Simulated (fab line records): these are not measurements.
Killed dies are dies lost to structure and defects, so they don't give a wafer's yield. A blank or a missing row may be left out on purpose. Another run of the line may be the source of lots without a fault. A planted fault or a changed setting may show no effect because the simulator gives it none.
Chamber matching / flow n5 finfet / N5_FIN_SAQP_MANDREL1_REMOVE_56 on rie si-01 has 4 sister chambers
The step chemistry HBr/Cl2/O2, target a-Si, stops on SiNx, bt time 10 s. 8 wafers are shown with their chamber, then 8 later ones without.

== EACH WAFER AND ITS CHAMBER ==
wafer=L074.2; chamber=1; throttle valve pct (%)=36.92; drypump motor current A (A)=5.47
wafer=L074.6; chamber=1; throttle valve pct (%)=36.93; drypump motor current A (A)=5.47
wafer=L076.2; chamber=0; throttle valve pct (%)=36.87; drypump motor current A (A)=5.74
wafer=L077.3; chamber=2; throttle valve pct (%)=36.51; drypump motor current A (A)=5.76
wafer=L077.5; chamber=0; throttle valve pct (%)=36.86; drypump motor current A (A)=5.73
wafer=L078.4; chamber=2; throttle valve pct (%)=36.51; drypump motor current A (A)=5.72
wafer=L078.6; chamber=3; throttle valve pct (%)=36.36; drypump motor current A (A)=5.42
wafer=L079.2; chamber=3; throttle valve pct (%)=36.38; drypump motor current A (A)=5.37

== WAFERS WHOSE CHAMBER IS MISSING ==
wafer=L079.3; throttle valve pct (%)=36.84; drypump motor current A (A)=5.73
wafer=L079.6; throttle valve pct (%)=36.91; drypump motor current A (A)=5.54
wafer=L082.2; throttle valve pct (%)=36.36; drypump motor current A (A)=5.41
wafer=L082.3; throttle valve pct (%)=36.86; drypump motor current A (A)=5.76
wafer=L082.5; throttle valve pct (%)=36.37; drypump motor current A (A)=5.40
wafer=L092.1; throttle valve pct (%)=36.92; drypump motor current A (A)=5.50
wafer=L092.2; throttle valve pct (%)=36.37; drypump motor current A (A)=5.40
wafer=L092.6; throttle valve pct (%)=36.51; drypump motor current A (A)=5.76

== EACH ONE'S CHAMBER ==
wafer=L079.3; from the rows above=0; in truth=0
wafer=L079.6; from the rows above=1; in truth=1
wafer=L082.2; from the rows above=3; in truth=3
wafer=L082.3; from the rows above=0; in truth=0
wafer=L082.5; from the rows above=3; in truth=3
wafer=L092.1; from the rows above=1; in truth=1
wafer=L092.2; from the rows above=3; in truth=3
wafer=L092.6; from the rows above=2; in truth=2
Placed correctly: 8 of 8. From these rows, 0 cannot be placed. Number placed wrongly: 0.
How it was worked out, from the rows above alone: a wafer's distance from a chamber is the root of the sum, over the readings, of the square of ((its reading less the chamber's mean) divided by the reading's scatter). If the next closest chamber is less than 2 further off than the closest, the wafer can't be placed; otherwise it belongs to the closest. Each chamber's mean is taken over the wafers shown for it. The scatter: the root of (the sum of the squares of (reading less its chamber's mean) over the shown wafers, divided by (wafers less chambers)).
